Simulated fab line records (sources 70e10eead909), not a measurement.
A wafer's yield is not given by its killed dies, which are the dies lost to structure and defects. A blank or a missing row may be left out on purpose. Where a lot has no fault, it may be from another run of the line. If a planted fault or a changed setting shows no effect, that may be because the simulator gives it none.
fab line records	flow nand-harc
[record] lots = 5	wafers = 15	last-day = 32
route steps=1302 shown P_BONDPAD@364 END@1302
lots with no fault: from the same line, run without faults
start-h: hours from the record's opening day to when the first of the lot's shown wafers began	wait-h: hours from the lot's prior step to this one	" unchanged from the row above	L1.1+2: several wafers, shown together as one row	- no value, or no start given	* or withheld: withheld	< > ~ a bound
route shown NAME@n: NAME is a module with steps in the file, n the number in the route of the first one	usual: the fault-free wafers' mean and standard deviation	same: alike in all rows	chamber/n: place in a boat	sites: readings site by site	_std_site: standard deviation of those values	_edge_site: mean of outer sites minus mean of inner sites	radius-mm: how far each site lies from the wafer's centre	mask NAME#n: copy n	behind: the tool/chamber that last shaped the wafer	hold: reason for holding the lot/hours on hold/outcome of the hold	device: names the non-switching transistor (n, p or np)	end of line: at the end of the route, the tests of the same wafers	a step without rows: its recipe alone	killed: count of dies lost to structure and defects at first sort (not the wafer's yield)	map: a wafer's dies, marking killed ones x, the rest . and places with no die _
set.NAME: the setting as run; set.NAME@STEP: as run at that earlier step	model.NAME: the simulator's own value behind a step, which no gauge read
lots at some steps of the route; a table a step, a row a wafer
services: the hour from which a tool's chamber was out of use, counted from the record's first day as start-h (under 0 if before that day), plus the number of hours and why
[[steps]]
[step NHARC_P_BONDPAD_CD_MEAS_09]
[recipe] target-cd-nm = 500	landing-energy-ev = 500
[usual] cd-nm = 499.6/2.2
lot.wafer	tool	chamber	start-h	wait-h	cd-nm
L221.1	cd-sem-01	0	182.48	-	496.7
L221.3	"	0	"	"	496.3
L221.6	"	0	"	"	499.7
L222.3	cd-sem-03	0	193.99	-	503.2
L222.4	"	0	"	"	497.3
L222.5	"	0	"	"	499.2
L230.1	cd-sem-02	0	285.28	-	497.7
L230.3	"	0	"	"	499.0
L230.4	"	0	"	"	499.1
L235.3	cd-sem-03	0	324.17	-	496.5
L235.4	"	0	"	"	500.6
L235.6	"	0	"	"	503.7
L238.2	cd-sem-02	0	353.19	-	500.0
L238.3	"	0	"	"	495.6
L238.5	"	0	"	"	493.6
[step NHARC_P_BONDPAD_OVL_MEAS_38]
[usual] overlay-x-nm = 0/5.9	overlay-y-nm = 0/4.8
lot.wafer	tool	chamber	start-h	wait-h	overlay-x-nm	overlay-y-nm
L221.1	overlay-02	-	182.56	-	10	-1
L221.3	"	-	"	"	10	0
L221.6	"	-	"	"	10	-1
L222.3	overlay-01	-	194.07	-	-1	-2
L222.4	"	-	"	"	-1	-3
L222.5	"	-	"	"	-1	-2
L230.1	overlay-01	-	285.37	-	5	6
L230.3	"	-	"	"	5	6
L230.4	"	-	"	"	5	6
L235.3	overlay-02	-	324.26	-	-8	2
L235.4	"	-	"	"	-8	1
L235.6	"	-	"	"	-8	2
L238.2	overlay-01	-	353.28	-	-7	0
L238.3	"	-	"	"	-7	0
L238.5	"	-	"	"	-6	0
[step NHARC_P_BONDPAD_HARDBAKE_10]
[recipe] temp-c = 118	time-s = 65
[step NHARC_P_BONDPAD_DESCUM_11]
[recipe] time-s = 3	o2-flow-sccm = 200	ar-flow-sccm = 0	bias-power-w = 0	chemistry = O2
[step NHARC_P_BONDPAD_ETCH_37]
[recipe] target-depth-a = 600	overetch-a = 180	time-s = 65.91	ion-energy-ev = 200	n2-flow-sccm = 150	h2-flow-sccm = 150	ar-flow-sccm = 0	rf-w = 400	bias-w = 150	chemistry = N2/H2
[usual] chamber-pressure-mTorr = 29.995/0.028	drypump-motor-current-A = 5.5/0.4	oes-product-au = 1.002/0.011	rf-vpp-V = 431.7/2.4	showerhead-plenum-p-Torr = 2.09/0.084	throttle-valve-pct = 14.172/0.01
lot.wafer	tool	chamber	start-h	wait-h	chamber-pressure-mTorr	drypump-motor-current-A	oes-product-au	rf-hours-counter-h	rf-vpp-V	showerhead-plenum-p-Torr	throttle-valve-pct
L221.1	rie-diel-09	2	182.77	0.1	29.950	6.3	1.010	0.4	427.2	1.95	14.186
L221.3	"	1	"	"	29.983	6.1	1.006	0.6	430.5	2.02	14.175
L221.6	"	3	"	"	29.971	5.8	1.016	-	432.7	2.15	14.182
L222.3	rie-diel-12	0	194.36	0.1	30.011	5.3	0.989	-	433.4	2.12	14.171
L222.4	"	3	"	"	30.018	5.7	0.997	-	433.2	2.13	14.169
L222.5	"	3	"	"	30.003	5.7	1.003	-	433.3	2.13	14.191
L230.4	rie-diel-12	3	285.58	0.1	30.002	5.7	0.998	0.6	433.8	2.13	14.191
L230.1	"	1	"	"	30.009	5.7	1.011	0.5	433.1	2.18	14.193
L230.3	"	2	"	"	29.997	5.0	0.998	0.5	433.5	2.12	14.178
L235.3	rie-diel-12	3	324.47	0.1	30.005	5.7	1.000	1.4	432.7	2.13	14.199
L235.4	"	0	"	"	29.992	5.3	0.988	1.4	431.7	2.12	14.164
L235.6	"	3	"	"	29.994	5.7	1.003	-	433.2	2.13	14.181
L238.2	rie-diel-12	0	353.48	0.1	29.984	5.3	0.994	1.9	432.3	2.12	14.183
L238.3	"	3	"	"	30.013	5.7	1.014	2.1	434.5	2.13	14.161
L238.5	"	0	"	"	30.020	5.2	0.997	-	432.5	2.12	14.166
[step NHARC_P_BONDPAD_ETCH_12]
[recipe] target-depth-a = 2000	time-s = 100	chf3-flow-sccm = 50	o2-flow-sccm = 10	ar-flow-sccm = 200	rf-w = 500	bias-w = 200	chemistry = CHF3/O2
[step NHARC_P_BONDPAD_CD_MEAS_13]
[usual] cd-nm = 499.3/2.6
lot.wafer	tool	chamber	start-h	wait-h	cd-nm
L221.1	cd-sem-02	-	183.00	-	498.5
L221.3	"	-	"	"	495.5
L221.6	"	-	"	"	498.8
L222.3	cd-sem-03	-	194.66	0.1	503.4
L222.4	"	-	"	"	499.4
L222.5	"	-	"	"	501.3
L230.1	cd-sem-02	-	285.80	-	497.8
L230.3	"	-	"	"	499.1
L230.4	"	-	"	"	499.5
L235.3	cd-sem-03	-	324.69	-	496.9
L235.4	"	-	"	"	501.1
L235.6	"	-	"	"	502.8
L238.2	cd-sem-03	-	353.71	-	499.4
L238.3	"	-	"	"	496.1
L238.5	"	-	"	"	493.8
[step NHARC_P_BONDPAD_STRIP_15]
[recipe] o2-flow-sccm = 500	ar-flow-sccm = 0	bias-w = 0	chemistry = O2
[step NHARC_P_BONDPAD_ETCH_24]
[recipe] target-depth-a = 300	over-etch-frac = 0.3	time-s = 72.99	ion-energy-ev = 150	cf4-flow-sccm = 50	n2-flow-sccm = 100	ar-flow-sccm = 150	rf-w = 300	bias-w = 100	chemistry = CF4/N2
[usual] cf4-flow-sccm = 50.00/0.16	chamber-pressure-mTorr = 29.999/0.028	drypump-motor-current-A = 5.7/0.45	oes-product-au = 1.002/0.011	rf-vpp-V = 314.5/2.1	showerhead-plenum-p-Torr = 2.64/0.11	throttle-valve-pct = 19.793/0.0091
lot.wafer	tool	chamber	start-h	wait-h	cf4-flow-sccm	chamber-pressure-mTorr	drypump-motor-current-A	oes-product-au	rf-hours-counter-h	rf-vpp-V	showerhead-plenum-p-Torr	throttle-valve-pct
L221.1	rie-diel-01	1	-	-	49.93	29.998	5.7	0.985	8.1	317.8	2.76	19.800
L221.3	"	2	"	"	50.07	29.994	5.3	0.998	7.2	316.7	2.73	19.800
L221.6	"	0	"	"	50.01	30.028	5.5	1.000	-	311.4	2.53	19.794
L222.4	rie-diel-09	1	-	-	50.13	30.038	6.1	0.999	0.9	315.4	2.61	19.799
L222.3	"	2	"	"	50.17	29.958	6.3	1.012	0.8	311.6	2.52	19.785
L222.5	"	1	"	"	49.82	30.025	6.1	0.998	-	314.4	2.61	19.802
L230.3	rie-diel-09	1	-	-	49.96	29.965	6.1	0.996	6.3	314.5	2.60	19.790
L230.1	"	2	"	"	49.77	29.963	6.3	1.010	6.5	311.8	2.51	19.788
L230.4	"	3	"	"	50.01	30.027	5.7	0.984	5.8	316.8	2.75	19.795
L235.3	rie-diel-01	1	-	-	50.03	29.990	5.7	1.019	7.4	317.3	2.76	19.798
L235.4	"	3	"	"	50.11	29.976	6.0	0.999	9.3	309.3	2.48	19.775
L235.6	"	1	"	"	50.12	29.946	5.7	1.013	-	317.6	2.76	19.789
L238.2	rie-diel-09	0	-	-	49.78	30.004	5.0	1.009	1.4	313.1	2.53	19.788
L238.3	"	3	"	"	50.07	29.988	5.7	0.992	1.5	315.2	2.75	19.786
L238.5	"	0	"	"	49.86	29.986	5.0	1.010	-	313.0	2.53	19.807
[step NHARC_P_BONDPAD_STRIP_16]
[recipe] time-s = 600	temp-c = 30	chemistry = post-etch-residue-remover
[step NHARC_P_BONDPAD_DEGAS_25]
[recipe] temp-c = 300	time-s = 60
[usual] heater-power-w = 487/49	susceptor-temp-C = 299.99/0.19
lot.wafer	tool	chamber	start-h	wait-h	heater-power-w	susceptor-temp-C
L221.1	pvd-sputter-01	-	183.65	-	493	300.08
L221.3	"	-	"	"	442	299.92
L221.6	"	-	"	"	521	299.90
L222.4	pvd-sputter-03	-	195.27	-	477	300.00
L222.3	"	-	"	"	529	299.86
L222.5	"	-	"	"	486	300.17
L230.4	pvd-sputter-03	-	286.43	-	553	300.14
L230.3	"	-	"	"	442	299.94
L230.1	"	-	"	"	513	299.79
L235.4	pvd-sputter-01	-	325.31	-	466	299.75
L235.3	"	-	"	"	447	300.05
L235.6	"	-	"	"	449	299.77
L238.2	pvd-sputter-02	-	354.34	-	422	299.54
L238.3	"	-	"	"	611	300.05
L238.5	"	-	"	"	445	299.97
[step NHARC_P_BONDPAD_PRE_CLEAN_26]
[recipe] time-s = 30	temp-c = 280	gas = H2/He
[usual] heater-power-w = 426/42	susceptor-temp-C = 280.00/0.21
lot.wafer	tool	chamber	start-h	wait-h	heater-power-w	susceptor-temp-C
L221.1	pvd-sputter-01	-	-	-	398	279.99
L221.3	"	-	"	"	446	279.72
L221.6	"	-	"	"	430	279.67
L222.4	pvd-sputter-03	-	-	-	413	280.04
L222.3	"	-	"	"	382	279.76
L222.5	"	-	"	"	481	279.90
L230.3	pvd-sputter-03	-	-	-	489	280.42
L230.4	"	-	"	"	426	279.20
L230.1	"	-	"	"	452	279.73
L235.4	pvd-sputter-01	-	-	-	453	279.60
L235.3	"	-	"	"	395	279.83
L235.6	"	-	"	"	463	279.61
L238.3	pvd-sputter-02	-	-	-	537	-
L238.2	"	-	"	"	423	-
L238.5	"	-	"	"	544	-
[step NHARC_P_BONDPAD_PVD_17]
[recipe] target-thk-a = 50	bias-v = 168.6	power-w = 15000	chamber-pressure-pa = 0.12	time-s = 8.06	substrate-temp-c = 50	material = TaN
[usual] chamber-pressure-pa = 0.12001/0.00023	throttle-valve-pct = 30.2/0.78	time-s = 8.06/0
lot.wafer	tool	chamber	start-h	wait-h	chamber-pressure-pa	throttle-valve-pct	time-s
L221.3	pvd-sputter-01	-	183.78	-	0.12004	30.7	8.06
L221.1	"	-	"	"	0.11991	28.6	8.06
L221.6	"	-	"	"	0.1204	29.9	8.06
L222.3	pvd-sputter-03	-	195.39	-	0.12011	30.5	8.06
L222.4	"	-	"	"	0.12015	31.0	8.06
L222.5	"	-	"	"	0.12015	30.2	8.06
L230.4	pvd-sputter-03	-	286.54	-	0.12	29.7	8.06
L230.1	"	-	"	"	0.1197	30.4	8.06
L230.3	"	-	"	"	0.12036	31.1	13.721
L235.4	pvd-sputter-01	-	325.44	-	0.11974	30.2	8.06
L235.3	"	-	"	"	0.11983	29.3	8.06
L235.6	"	-	"	"	0.12019	28.6	8.06
L238.2	pvd-sputter-02	-	354.46	-	0.1199	29.8	8.06
L238.3	"	-	"	"	0.12	30.8	8.06
L238.5	"	-	"	"	0.12004	31.5	8.06
[step NHARC_P_BONDPAD_PVD_27]
[recipe] target-thk-a = 300	chamber-pressure-pa = 5	power-w = 5000	substrate-temp-c = 30	time-s = 20.49	material = Cu
[usual] chamber-pressure-pa = 4.999/0.0097	throttle-valve-pct = 30.2/0.81	time-s = 20.49/0
lot.wafer	tool	chamber	start-h	wait-h	chamber-pressure-pa	throttle-valve-pct	time-s
L221.1	pvd-sputter-01	-	-	-	5.011	29.6	20.49
L221.3	"	-	"	"	4.999	30.9	20.49
L221.6	"	-	"	"	4.997	29.7	20.49
L222.3	pvd-sputter-03	-	-	-	5.015	30.5	20.49
L222.4	"	-	"	"	5.009	30.2	20.49
L222.5	"	-	"	"	4.999	31.1	20.49
L230.1	pvd-sputter-03	-	-	-	5.002	30.6	20.49
L230.4	"	-	"	"	5.003	30.1	20.49
L230.3	"	-	"	"	4.991	30.0	20.49
L235.4	pvd-sputter-01	-	-	-	5.000	28.8	20.49
L235.3	"	-	"	"	5.007	30.1	20.49
L235.6	"	-	"	"	5.011	29.5	20.49
L238.2	pvd-sputter-02	-	-	-	5.029	31.6	20.49
L238.3	"	-	"	"	4.984	30.9	20.49
L238.5	"	-	"	"	4.998	29.9	20.49
[step NHARC_END_SORT_01]
[recipe] temp-c = 25
[usual] defect-limited-yield = 91.0/2.8	killed-at-array = 56/19	killed-at-other = 0.6/1	killed-at-periphery = 3.9/2.7	killed-dies = 61/19	killed-open = 3.3/1.9	killed-short = 2.4/1.7
[same] gross-dies = 677
lot.wafer	tool	chamber	start-h	wait-h	defect-limited-yield[%]	killed-at-array	killed-at-other	killed-at-periphery	killed-dies	killed-open	killed-short
L221.1	prober-02	0	614.60	2.5	91.6	49	0	8	57	7	2
L221.3	prober-02	0	616.23	3.1	89.8	63	1	5	69	4	1
L221.6	prober-02	0	618.69	4.1	93.6	40	0	3	43	2	0
L222.3	prober-02	0	647.39	3.1	92.5	46	1	4	51	2	2
L222.4	prober-02	0	648.20	3.4	92.3	50	0	2	52	5	3
L222.5	prober-02	0	649.00	3.7	93.4	43	0	2	45	2	2
L230.1	prober-01	0	724.99	2.5	88.5	76	1	1	78	1	5
L230.3	prober-01	0	726.58	3.1	90.8	59	0	3	62	1	4
L230.4	prober-01	0	727.37	3.4	88.8	74	1	1	76	4	1
L235.3	prober-02	0	744.56	3.1	89.2	69	0	4	73	2	2
L235.4	prober-02	0	745.35	3.4	90.8	60	0	2	62	4	2
L235.6	prober-02	0	746.94	4.0	90.1	64	0	3	67	6	2
L238.2	prober-01	0	772.29	2.8	92.5	37	2	12	51	2	3
L238.3	prober-01	0	773.09	3.1	91.0	52	0	9	61	2	2
L238.5	prober-01	0	774.69	3.7	93.1	37	3	7	47	1	1
// killed by level:class
L221.1 A_SLIT:chamber-film-flake=19 A_CHANNEL_HOLE_D2:chamber-film-flake=10 A_CONTACT:chamber-film-flake=6 A_STAIRCASE:chamber-film-flake=5 A_CHANNEL_FILL_D2:geometric-particle:open=3 P_STI:chamber-film-flake=3 P_M2:chamber-film-flake=2 A_WL_FILL:chamber-film-flake=2
L221.3 A_SLIT:chamber-film-flake=20 A_STAIRCASE:chamber-film-flake=12 A_CHANNEL_HOLE_D1:chamber-film-flake=8 A_CHANNEL_HOLE_D2:chamber-film-flake=7 A_BONDPAD:chamber-film-flake=4 P_ZERO_WELL:chamber-film-flake=3 A_CONTACT:chamber-film-flake=3 A_CHANNEL_FILL_D1:geometric-particle:open=2
L221.6 A_SLIT:chamber-film-flake=18 A_CHANNEL_HOLE_D2:chamber-film-flake=6 A_STAIRCASE:chamber-film-flake=5 A_CONTACT:chamber-film-flake=4 P_ZERO_WELL:chamber-film-flake=2 A_BONDPAD:chamber-film-flake=2 A_ONON_D1:geometric-particle:open=1 A_CHANNEL_FILL_D2:geometric-particle:open=1
L222.3 A_SLIT:chamber-film-flake=20 A_CHANNEL_HOLE_D2:chamber-film-flake=12 A_CHANNEL_HOLE_D1:chamber-film-flake=3 A_STAIRCASE:chamber-film-flake=2 A_CONTACT:chamber-film-flake=2 A_ONON_D1:geometric-particle:open=1 A_ONON_D2:geometric-particle:short=1 A_CHANNEL_FILL_D2:geometric-particle:open=1
L222.4 A_SLIT:chamber-film-flake=28 A_CHANNEL_HOLE_D1:chamber-film-flake=5 A_CHANNEL_HOLE_D2:chamber-film-flake=5 A_CHANNEL_FILL_D2:geometric-particle:open=2 P_ZERO_WELL:chamber-film-flake=2 A_ONON_D1:geometric-particle:open=1 A_CHANNEL_FILL_D1:geometric-particle:short=1 A_DECK1_JOINT:geometric-particle:open=1
L222.5 A_SLIT:chamber-film-flake=21 A_CHANNEL_HOLE_D2:chamber-film-flake=7 A_STAIRCASE:chamber-film-flake=4 A_CONTACT:chamber-film-flake=4 A_CHANNEL_HOLE_D1:chamber-film-flake=3 P_CONTACT:geometric-particle:open=1 A_DECK1_JOINT:geometric-particle:short=1 A_CHANNEL_HOLE_D2:geometric-particle:short=1
L230.1 A_SLIT:chamber-film-flake=31 A_CHANNEL_HOLE_D1:chamber-film-flake=29 A_CONTACT:chamber-film-flake=6 A_ONON_D1:geometric-particle:short=3 A_WL_FILL:chamber-film-flake=3 A_ONON_D1:geometric-particle:open=1 A_CHANNEL_HOLE_D1:geometric-particle:short=1 A_ONON_D2:geometric-particle:short=1
L230.3 A_CHANNEL_HOLE_D1:chamber-film-flake=31 A_SLIT:chamber-film-flake=18 A_CONTACT:chamber-film-flake=7 P_GATE:geometric-particle:open=1 P_CONTACT:geometric-particle:short=1 P_M0:geometric-particle:short=1 A_DECK1_JOINT:geometric-particle:short=1 A_CHANNEL_HOLE_D2:geometric-particle:short=1
L230.4 A_SLIT:chamber-film-flake=31 A_CHANNEL_HOLE_D1:chamber-film-flake=30 A_STAIRCASE:chamber-film-flake=5 A_CONTACT:chamber-film-flake=3 A_M0:geometric-particle:open=2 P_GATE:geometric-particle:open=1 A_ONON_D1:geometric-particle:short=1 A_CHANNEL_FILL_D1:geometric-particle:open=1
L235.3 A_CHANNEL_HOLE_D1:chamber-film-flake=29 A_CHANNEL_HOLE_D2:chamber-film-flake=27 A_CONTACT:chamber-film-flake=4 P_GATE:chamber-film-flake=3 A_SLIT:chamber-film-flake=3 A_CHANNEL_HOLE_D1:geometric-particle:short=1 A_ONON_D2:geometric-particle:open=1 A_CHANNEL_FILL_D2:geometric-particle:open=1
L235.4 A_CHANNEL_HOLE_D1:chamber-film-flake=23 A_CHANNEL_HOLE_D2:chamber-film-flake=21 A_SLIT:chamber-film-flake=3 A_CHANNEL_FILL_D2:chamber-film-flake=3 A_CONTACT:chamber-film-flake=3 A_CHANNEL_FILL_D2:geometric-particle:open=2 P_CONTACT:geometric-particle:open=1 A_CHANNEL_HOLE_D1:geometric-particle:short=1
L235.6 A_CHANNEL_HOLE_D1:chamber-film-flake=28 A_CHANNEL_HOLE_D2:chamber-film-flake=19 A_CONTACT:chamber-film-flake=4 A_SLIT:chamber-film-flake=3 A_STAIRCASE:chamber-film-flake=3 P_GATE:geometric-particle:open=2 A_M0:geometric-particle:open=2 A_CHANNEL_HOLE_D2:geometric-particle:open=1
L238.2 A_SLIT:chamber-film-flake=23 P_STI:chamber-film-flake=10 A_CONTACT:chamber-film-flake=4 A_CHANNEL_FILL_D1:geometric-particle:short=2 A_CHANNEL_HOLE_D1:chamber-film-flake=2 A_CHANNEL_HOLE_D2:chamber-film-flake=2 A_STAIRCASE:chamber-film-flake=2 THIN_TSV:chamber-film-flake=2
L238.3 A_SLIT:chamber-film-flake=39 P_STI:chamber-film-flake=8 A_CHANNEL_HOLE_D2:chamber-film-flake=4 A_CONTACT:chamber-film-flake=3 A_STAIRCASE:chamber-film-flake=2 P_M0:geometric-particle:open=1 A_CHANNEL_FILL_D2:geometric-particle:short=1 A_CONTACT:geometric-particle:open=1
L238.5 A_SLIT:chamber-film-flake=24 P_STI:chamber-film-flake=7 A_CONTACT:chamber-film-flake=6 THIN_TSV:chamber-film-flake=3 A_CHANNEL_FILL_D1:geometric-particle:short=1 A_CHANNEL_FILL_D2:geometric-particle:open=1 A_ZERO_WELL:chamber-film-flake=1 A_CHANNEL_HOLE_D2:chamber-film-flake=1
[[services]]
tool	chamber	start-h	hours	kind
rie-diel-12	0	160.49	7.1	repair
rie-diel-12	3	164.04	5.3	repair
pvd-sputter-03	-	170.01	10.0	pm
rie-diel-12	0	173.90	-	clean
rie-diel-12	1	173.90	-	clean
rie-diel-12	2	173.90	-	clean
rie-diel-12	3	173.90	-	clean
rie-diel-09	0	176.60	-	clean
rie-diel-09	1	176.60	-	clean
rie-diel-09	2	176.60	-	clean
pvd-sputter-02	-	187.88	6.7	repair
rie-diel-12	2	191.35	4.6	repair
rie-diel-12	1	191.55	3.9	repair
rie-diel-01	-	203.82	9.0	pm
rie-diel-09	3	208.63	14.7	repair
pvd-sputter-01	-	226.00	10.0	pm
rie-diel-09	0	240.13	6.7	repair
pvd-sputter-03	-	247.90	3.4	repair
rie-diel-12	-	268.40	9.0	pm
pvd-sputter-02	-	282.00	10.0	pm
rie-diel-09	3	289.91	5.8	repair
rie-diel-09	0	309.76	4.6	repair
rie-diel-09	-	320.11	9.0	pm
pvd-sputter-03	-	348.01	10.0	pm
[[key]]
[first-sign] step = NHARC_P_BONDPAD_PVD_17	reading = time-s	direction = up	sigmas = 99+	usual = *	struck = *
effect none on later readings
met-at NHARC_P_BONDPAD_PVD_17
struck-wafers L230.3
onset-between 195.39 286.54
[fault] kind = process-parameter-drift	tool = pvd-sputter-03	chamber = -	onset-h = 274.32	steps = NHARC_P_BONDPAD_PVD_17	channel = time-s	offset = *	shape = step	end-h = 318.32	acts-in = *	stated = *	scope = struck-wafers-only
